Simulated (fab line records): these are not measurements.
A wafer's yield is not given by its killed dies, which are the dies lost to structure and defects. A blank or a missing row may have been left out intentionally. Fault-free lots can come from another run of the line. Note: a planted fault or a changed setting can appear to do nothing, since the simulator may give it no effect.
Which of the tools did it? + flow nand_harc + 42 wafers from 14 lots sampled at 6 of the route's 1159 steps

== WHAT THE GAUGES SHOWED, per wafer ==
NHARC_A_ZERO_WELL_INSPECT_17. Usual: raw_defect_count at 11, with a standard deviation of 6.2.
| lot  | measured     | on                | raw_defect_count | flag |
|------|--------------|-------------------|------------------|------|
| L919 | day 7 00:31  | defect_inspect-02 | 2 8 9            |      |
| L920 | day 7 13:23  | defect_inspect-02 | 10 6 3           |      |
| L921 | day 7 14:08  | defect_inspect-02 | 14 5 10          |      |
| L922 | day 7 14:16  | defect_inspect-01 | 12 16 10         |      |
| L923 | day 8 04:38  | defect_inspect-01 | 10 8 7           |      |
| L924 | day 8 09:05  | defect_inspect-02 | 13 16 20         |      |
| L925 | day 8 11:16  | defect_inspect-01 | 10 10 8          |      |
| L926 | day 8 23:30  | defect_inspect-01 | 5 1 9            |      |
| L927 | day 9 00:37  | defect_inspect-02 | 31 21 16         |      |
| L933 | day 10 20:51 | defect_inspect-02 | 24 14 9          |      |
| L934 | day 10 22:33 | defect_inspect-01 | 8 25 6           |      |
| L935 | day 11 05:33 | defect_inspect-02 | 6 7 7            |      |
| L936 | day 11 05:52 | defect_inspect-01 | 15 22 24         |      |
| L939 | day 12 10:06 | defect_inspect-01 | 8 6 9            |      |

NHARC_A_ONON_D1_THK_MEAS_02: measures by ellipsometry. Usual: thk_nm at 999 nm, with a standard deviation of 9.6.
| lot  | measured     | on            | thk_nm (nm)    | flag |
|------|--------------|---------------|----------------|------|
| L919 | day 7 19:51  | film_metro-01 | 1014 1016 1015 |      |
| L920 | day 8 10:26  | film_metro-01 | 990 992 991    |      |
| L921 | day 8 10:23  | film_metro-01 | 1015 1013 1013 |      |
| L922 | day 8 10:25  | film_metro-02 | 1004 1003 1003 |      |
| L923 | day 9 01:45  | film_metro-01 | 999 1000 999   |      |
| L924 | day 9 06:53  | film_metro-02 | 990 988 990    |      |
| L925 | day 9 06:53  | film_metro-01 | 989 989 988    |      |
| L926 | day 9 21:16  | film_metro-01 | 998 997 998    |      |
| L927 | day 9 21:15  | film_metro-01 | 989 987 987    |      |
| L933 | day 11 18:25 | film_metro-01 | 1002 1004 1003 |      |
| L934 | day 11 18:25 | film_metro-02 | 1005 1006 1003 |      |
| L935 | day 12 02:11 | film_metro-01 | 992 992 992    |      |
| L936 | day 12 02:14 | film_metro-01 | 1002 1001 1000 |      |
| L939 | day 13 05:17 | film_metro-02 | 990 988 989    |      |

NHARC_A_ONON_D1_THK_MEAS_30: measures by ellipsometry. Usual: thk_nm at 1000 nm, with a standard deviation of 12.
| lot  | measured     | on            | thk_nm (nm)    | flag |
|------|--------------|---------------|----------------|------|
| L919 | day 8 07:31  | film_metro-02 | 1006 1007 1007 |      |
| L920 | day 8 22:03  | film_metro-02 | 989 989 990    |      |
| L921 | day 8 22:01  | film_metro-01 | 1014 1014 1015 |      |
| L922 | day 8 22:00  | film_metro-02 | 993 994 995    |      |
| L923 | day 9 16:30  | film_metro-01 | 1011 1012 1012 |      |
| L924 | day 9 16:33  | film_metro-01 | 1007 1007 1009 |      |
| L925 | day 9 16:30  | film_metro-01 | 989 988 988    |      |
| L926 | day 10 10:11 | film_metro-01 | 1004 1004 1002 |      |
| L927 | day 10 10:10 | film_metro-01 | 991 990 992    |      |
| L933 | day 12 06:10 | film_metro-02 | 1828 1827 1827 | OFF  |
| L934 | day 12 06:00 | film_metro-01 | 1013 1010 1012 |      |
| L935 | day 12 14:50 | film_metro-01 | 1831 1829 1829 | OFF  |
| L936 | day 12 14:47 | film_metro-01 | 990 990 989    |      |
| L939 | day 13 16:42 | film_metro-02 | 1008 1005 1005 |      |

NHARC_A_CHANNEL_HOLE_D1_CD_MEAS_10: target cd 100 nm. Usual: cd_nm at 100.0 nm, with a standard deviation of 0.54.
| lot  | measured     | on        | cd_nm (nm)        | flag |
|------|--------------|-----------|-------------------|------|
| L919 | day 8 12:28  | cd_sem-02 | 100.0 100.0 99.7  |      |
| L920 | day 9 03:01  | cd_sem-02 | 99.9 100.0 99.1   |      |
| L921 | day 9 02:32  | cd_sem-02 | 100.3 100.8 100.4 |      |
| L922 | day 9 02:19  | cd_sem-02 | 100.1 99.8 99.5   |      |
| L923 | day 9 19:47  | cd_sem-02 | 99.1 99.8 98.9    |      |
| L924 | day 9 21:42  | cd_sem-03 | 99.4 99.3 99.3    |      |
| L925 | day 9 20:22  | cd_sem-03 | 100.1 100.1 100.2 |      |
| L926 | day 10 15:56 | cd_sem-03 | 99.9 100.2 100.4  |      |
| L927 | day 10 15:25 | cd_sem-03 | 99.8 100.3 99.6   |      |
| L934 | day 12 09:55 | cd_sem-02 | 100.1 100.7 100.1 |      |
| L936 | day 12 18:11 | cd_sem-03 | 100.8 100.2 100.4 |      |
| L939 | day 13 23:26 | cd_sem-02 | 99.8 100.0 99.7   |      |

NHARC_END_SORT_01. Usual: killed_at_array 24, standard deviation 8.4; killed_at_other 0.7, standard deviation 1.1; killed_at_periphery 2.9, standard deviation 1.7; killed_dies 27, standard deviation 8.6; killed_open 3.3, standard deviation 1.8; killed_short 1.8, standard deviation 1.4.
| lot  | measured     | on        | killed_at_array | killed_at_other | killed_at_periphery | killed_dies | killed_open | killed_short | flag |
|------|--------------|-----------|-----------------|-----------------|---------------------|-------------|-------------|--------------|------|
| L933 | day 23 10:20 | prober-02 | 675 675 675     | 0 0 1           | 2 2 1               | 677 677 677 | 5 7 2       | 0 0 1        | OFF  |
| L935 | day 24 05:09 | prober-01 | 670 674 670     | 1 0 0           | 6 3 7               | 677 677 677 | 8 3 4       | 0 3 3        | OFF  |

== WHICH TOOL RAN EACH LOT (tool, then ch and the chambers of the sampled wafers, then the start) ==
| lot  | NHARC_A_ONON_D1_DEP_28           |
|------|----------------------------------|
| L919 | pecvd_onon-03 ch 0, day 8 07:01  |
| L920 | pecvd_onon-04 ch 0, day 8 21:36  |
| L921 | pecvd_onon-03 ch 0, day 8 21:38  |
| L922 | pecvd_onon-02 ch 0, day 8 21:33  |
| L923 | pecvd_onon-04 ch 0, day 9 15:59  |
| L924 | pecvd_onon-02 ch 0, day 9 16:06  |
| L925 | pecvd_onon-03 ch 0, day 9 16:06  |
| L926 | pecvd_onon-04 ch 0, day 10 09:44 |
| L927 | pecvd_onon-03 ch 0, day 10 09:39 |
| L933 | pecvd_onon-03 ch 0, day 12 05:38 |
| L934 | pecvd_onon-04 ch 0, day 12 05:33 |
| L935 | pecvd_onon-03 ch 0, day 12 14:19 |
| L936 | pecvd_onon-02 ch 0, day 12 14:16 |
| L939 | pecvd_onon-04 ch 0, day 13 16:19 |
- NHARC_A_ONON_D1_DEP_28: target thk 1000 nm.

== WHAT THE TOOLS THEMSELVES READ (means of the sampled wafers that have a number; where no wafer has one, the mark that the record gives instead) ==
The record holds no such reading with a usual standard deviation.

== THE ANSWER, worked out from the rows above alone ==
Rule: take the mean of a lot's wafers that have a number; if it is more than 3 standard deviations from the usual mean, the lot is off. Also off: a lot with no number at a reading for which 4 or more lots have one. Where the step has rows for the other lots, those lots are counted as sound. Order of review: gauges by route order, followed by the tools' own readings, for which a lot's mean as printed above is used. The first step at which some lot is off is used, and at that step the reading that is off furthest; a lot without a number counts as furthest.
Off: L933, L935 (NHARC_A_ONON_D1_THK_MEAS_30, thk_nm).
A tool fits if, at a process step before that reading, it ran every lot that is off, and no sound lot after the first of them. The gauges at NHARC_A_ONON_D1_THK_MEAS_30 aren't tried: what is off there is off at NHARC_END_SORT_01 too, on other tools, and a gauge's error can't cause that. One candidate fits, namely pecvd_onon-03 at NHARC_A_ONON_D1_DEP_28. Its last sound lot is L927 (day 10 09:39), its first lot that is off L933 (day 12 05:38): a fault that began between those two fits.

== WHAT HAD BEEN PUT IN BY THE SIMULATOR ==
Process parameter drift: pecvd_onon-03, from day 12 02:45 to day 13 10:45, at NHARC_A_ONON_D1_DEP_28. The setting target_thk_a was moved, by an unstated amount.
Shown lots that were struck: L933, L935. The rule above reached the same finding.
